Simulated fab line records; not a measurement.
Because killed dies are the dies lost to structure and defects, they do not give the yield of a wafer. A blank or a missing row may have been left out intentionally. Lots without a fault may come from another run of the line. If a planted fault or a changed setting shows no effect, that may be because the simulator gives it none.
Chamber matching -- flow n5-finfet -- thermal-cvd-si-01 running N5_HKMG_FIN_CVD_62: 3 sister chambers
The step deposits a-Si from Si2H6, target thk 3 nm, time 20.8 s. 3 wafers are shown with their chamber, then 7 later ones without.

## WAFERS WITH THEIR CHAMBER
wafer,chamber,heater-power-w (W)
L294.1,1,1355
L294.6,2,1143
L296.4,0,1318

## WAFERS MISSING THEIR CHAMBER
wafer,heater-power-w (W)
L296.5,1349
L304.2,1383
L304.4,1375
L304.5,1123
L306.2,1094
L306.4,1397
L306.6,1364

## EACH ONE'S CHAMBER
wafer,from the rows above,in truth
L296.5,can't be placed: 1 or 0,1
L304.2,can't be placed: 1 or 0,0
L304.4,can't be placed: 1 or 0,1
L304.5,2,2
L306.2,2,2
L306.4,can't be placed: 1 or 0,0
L306.6,can't be placed: 1 or 0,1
2 of 7 placed correctly. These rows do not allow placing 5 (true chamber among the candidates in 5). Wrongly placed: 0.
How it was worked out, from the rows above alone: a wafer's distance from a chamber is the root of the sum, over the readings, of the square of ((its reading less the chamber's mean) divided by the reading's scatter). The wafer belongs to the nearest chamber; if the next one is less than 2 further off, it can't be placed. For every chamber, the mean is computed from those of its wafers that are shown. The scatter: root of mean squared gap, hidden wafer to nearest shown wafer, with one shown wafer a chamber.
